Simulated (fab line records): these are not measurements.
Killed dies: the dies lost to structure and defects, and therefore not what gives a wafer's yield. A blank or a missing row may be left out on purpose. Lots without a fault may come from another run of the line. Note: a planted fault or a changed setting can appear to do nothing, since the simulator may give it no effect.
Chamber matching || flow nand-harc || NHARC_A_STAIRCASE_DESCUM_252 on rie-diel-04 has 4 sister chambers
The step chemistry O2, time 3 s. 4 wafers are shown with their chamber, then 12 later ones without.

## EACH WAFER AND ITS CHAMBER
{"wafer": "L086.3", "chamber": 1, "showerhead-plenum-p-Torr (Torr)": 1.79}
{"wafer": "L087.1", "chamber": 2, "showerhead-plenum-p-Torr (Torr)": 2.06}
{"wafer": "L087.3", "chamber": 3, "showerhead-plenum-p-Torr (Torr)": 1.76}
{"wafer": "L087.4", "chamber": 0, "showerhead-plenum-p-Torr (Torr)": 1.86}

## WAFERS WITHOUT THEIR CHAMBER
{"wafer": "L092.1", "showerhead-plenum-p-Torr (Torr)": 2.06}
{"wafer": "L092.2", "showerhead-plenum-p-Torr (Torr)": 2.08}
{"wafer": "L092.5", "showerhead-plenum-p-Torr (Torr)": 2.06}
{"wafer": "L093.1", "showerhead-plenum-p-Torr (Torr)": 1.78}
{"wafer": "L093.4", "showerhead-plenum-p-Torr (Torr)": 1.85}
{"wafer": "L093.6", "showerhead-plenum-p-Torr (Torr)": 2.08}
{"wafer": "L097.1", "showerhead-plenum-p-Torr (Torr)": 1.85}
{"wafer": "L097.3", "showerhead-plenum-p-Torr (Torr)": 1.78}
{"wafer": "L097.6", "showerhead-plenum-p-Torr (Torr)": 2.05}
{"wafer": "L095.1", "showerhead-plenum-p-Torr (Torr)": 1.85}
{"wafer": "L095.4", "showerhead-plenum-p-Torr (Torr)": 1.78}
{"wafer": "L095.5", "showerhead-plenum-p-Torr (Torr)": 2.05}

## EACH ONE'S CHAMBER
{"wafer": "L092.1", "from the rows above": 2, "in truth": 2}
{"wafer": "L092.2", "from the rows above": 2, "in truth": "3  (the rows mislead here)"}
{"wafer": "L092.5", "from the rows above": 2, "in truth": 2}
{"wafer": "L093.1", "from the rows above": "can't be placed: 1 or 3", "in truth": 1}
{"wafer": "L093.4", "from the rows above": 0, "in truth": 0}
{"wafer": "L093.6", "from the rows above": 2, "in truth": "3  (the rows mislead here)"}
{"wafer": "L097.1", "from the rows above": 0, "in truth": 0}
{"wafer": "L097.3", "from the rows above": "can't be placed: 1 or 3", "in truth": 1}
{"wafer": "L097.6", "from the rows above": 2, "in truth": 2}
{"wafer": "L095.1", "from the rows above": 0, "in truth": 0}
{"wafer": "L095.4", "from the rows above": "can't be placed: 1 or 3", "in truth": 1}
{"wafer": "L095.5", "from the rows above": 2, "in truth": 2}
Correctly placed: 7 of 12. Cannot be placed on the basis of these rows: 3; the candidates contain the true chamber in 3. Placed wrongly: 2.
How it was worked out, from the rows above alone: a wafer's distance from a chamber is the root of the sum, over the readings, of the square of ((its reading less the chamber's mean) divided by the reading's scatter). If the next closest chamber is less than 2 further off than the closest, the wafer can't be placed; otherwise it belongs to the closest. For every chamber, the mean is computed from those of its wafers that are shown. The scatter: with one shown wafer a chamber, the root of the mean of the squares of how far each hidden wafer lies from its nearest shown one.
